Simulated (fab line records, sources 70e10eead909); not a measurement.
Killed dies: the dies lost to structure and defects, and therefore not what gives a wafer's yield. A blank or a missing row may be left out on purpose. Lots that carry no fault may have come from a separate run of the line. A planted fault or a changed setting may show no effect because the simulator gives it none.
Matching of chambers    flow nandHarc    rieDiel-06 running NHARC_P_BONDPAD_ACTIVATE_29: 4 sister chambers
The step chemistry N2, time 60 s. 4 wafers are shown with their chamber, then 10 later ones without.

== WAFERS WITH THEIR CHAMBER ==
wafer   chamber  drypumpMotorCurrentA (A)
L075.2  1        5.7
L084.4  0        4.7
L085.1  2        5.5
L085.2  3        6.2

== WAFERS WHOSE CHAMBER IS MISSING ==
wafer   drypumpMotorCurrentA (A)
L085.6  5.7
L087.2  5.5
L087.4  6.1
L087.6  6.2
L089.3  5.5
L089.4  5.7
L089.6  4.7
L094.2  6.2
L094.4  5.7
L094.5  6.1

== EACH ONE'S CHAMBER ==
wafer   from the rows above  in truth
L085.6  1                    1
L087.2  2                    2
L087.4  3                    3
L087.6  3                    3
L089.3  2                    2
L089.4  1                    1
L089.6  0                    0
L094.2  3                    3
L094.4  1                    1
L094.5  3                    3
10 of 10 placed correctly. Number that these rows cannot place: 0. Wrongly placed: 0.
How it was worked out, from the rows above alone: a wafer's distance from a chamber is the root of the sum, over the readings, of the square of ((its reading less the chamber's mean) divided by the reading's scatter). If the next closest chamber is less than 2 further off than the closest, the wafer can't be placed; otherwise it belongs to the closest. A chamber's mean is the mean of its shown wafers. The scatter (one wafer shown for each chamber): square how far every hidden wafer sits from the nearest shown wafer, average those squares and take the square root.
